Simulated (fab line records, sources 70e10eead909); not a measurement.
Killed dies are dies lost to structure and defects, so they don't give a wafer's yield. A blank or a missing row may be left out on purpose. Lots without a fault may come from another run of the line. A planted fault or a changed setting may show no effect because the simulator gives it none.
A struck lot beside a sound one | flow nand_harc | 23 steps out of a route of 1159
Sound: wafers L578.1, L578.2, L578.5. Struck: wafers L592.2, L592.3, L592.4. The cause comes at the end.
At each step with rows: each side's tool, then ch and its chambers, then its first start. Under that, the readings that differ: sound wafers | struck wafers | difference of the means | sigmas: that difference in standard deviations of wafers without a fault.
alike: readings whose means differ by less than 2 such deviations, and words and numbers that are the same on both sides. not compared: withheld readings, readings that some wafer has no value for, bounds like >300 that may hide the same value, and numbers for which the record gives no deviation and whose values overlap.
The two part at a step that has a row with sigmas, a row that says differs or no value, or rows on one side only. Numbers that don't overlap but have no deviation are shown without sigmas and don't part them. A reading that every wafer of one side lacks parts them only if that side has two wafers or more.

NHARC_A_STAIRCASE_DEP_417: deposits Si3N4, target thk 60 nm.
  sound on pecvd-03 ch 0,1,2, day 12 17:40; struck on pecvd-01 ch 0,1,2, day 15 17:36
  alike: heater_power_w
then, 3 steps without rows for these wafers: NHARC_A_STAIRCASE_WET_418 (chemistry H3PO4, target depth 20 nm); NHARC_A_STAIRCASE_PRECLEAN_419 (cleans in SC1); NHARC_A_STAIRCASE_SRD_421.
NHARC_A_STAIRCASE_ALD_420: deposits SiO2, target thk 20 nm, pulse time 6 s, ald cycles 200.
  sound on ald_hk-01 ch 1,2, day 12 19:13; struck on ald_hk-01 ch 0,1,2, day 15 21:23
  alike: heater_power_w, precursor_pulse_height_rel
then, 1 step without rows for these wafers: NHARC_A_STAIRCASE_CVD_552 (deposits SiNx, target thk 40 nm).
NHARC_A_STAIRCASE_DEP_151: deposits SiO2, target thk 3800 nm.
  sound on pecvd-03 ch 1,2, day 13 03:31; struck on pecvd-03 ch 1,2, day 16 05:45
  alike: heater_power_w, mfc_precursor_sccm
then, 1 step without rows for these wafers: NHARC_A_STAIRCASE_ANNEAL_320 (time 1800 s).
NHARC_A_STAIRCASE_DEP_322: deposits SiO2, target thk 3800 nm.
  sound on pecvd-01 ch 0,2, day 13 11:58; struck on pecvd-03 ch 1, day 16 14:30
  alike: heater_power_w, mfc_precursor_sccm
then, 1 step without rows for these wafers: NHARC_A_STAIRCASE_ANNEAL_323 (time 1800 s).
NHARC_A_STAIRCASE_DEP_325: deposits SiO2, target thk 3800 nm.
  sound on pecvd-02 ch 0,2, day 13 19:07; struck on pecvd-01 ch 0,1, day 16 21:24
  reading                   | sound             | struck            | difference | sigmas
  mfc_precursor_sccm (sccm) | 200.3 200.3 199.4 | 216.4 215.6 215.8 | +15.9      | +27
  alike: heater_power_w
then, 10 steps without rows for these wafers: NHARC_A_STAIRCASE_ANNEAL_326 (time 1800 s); NHARC_A_STAIRCASE_DEHYDRATE_433 (time 120 s); NHARC_A_STAIRCASE_HMDS_434 (time 30 s); NHARC_A_STAIRCASE_COAT_435; NHARC_A_STAIRCASE_SOFTBAKE_436 (time 170 s); NHARC_A_STAIRCASE_EBR_437; NHARC_A_STAIRCASE_EXPOSE_438 (exposes mask STAIR REV); NHARC_A_STAIRCASE_PEB_439 (peb time 130 s); NHARC_A_STAIRCASE_DEVELOP_440 (time 140 s); NHARC_A_STAIRCASE_HARDBAKE_442 (time 140 s).
NHARC_A_STAIRCASE_DESCUM_443: chemistry O2, time 3 s.
  sound on rie_diel-07 ch 0,1,3, day 14 05:11; struck on rie_diel-01 ch 0,2,3, day 17 06:05
  alike: chamber_pressure_mTorr, drypump_motor_current_A, oes_product_au, rf_vpp_V, showerhead_plenum_p_Torr, throttle_valve_pct
  not compared: rf_hours_counter_h
then, 1 step without rows for these wafers: NHARC_A_STAIRCASE_ETCH_444 (etches the open film in C4F8/O2, target depth 10200 nm, time 3400 s).

WHERE THEY PART
Only at NHARC_A_STAIRCASE_DEP_325, within this record. Later steps at which nothing parts them and some readings are alike: NHARC_A_STAIRCASE_DESCUM_443.

WHY: what the simulator had put in
Process parameter drift: pecvd-01, from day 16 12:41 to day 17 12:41, at NHARC_A_STAIRCASE_DEP_325. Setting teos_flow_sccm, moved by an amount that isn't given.
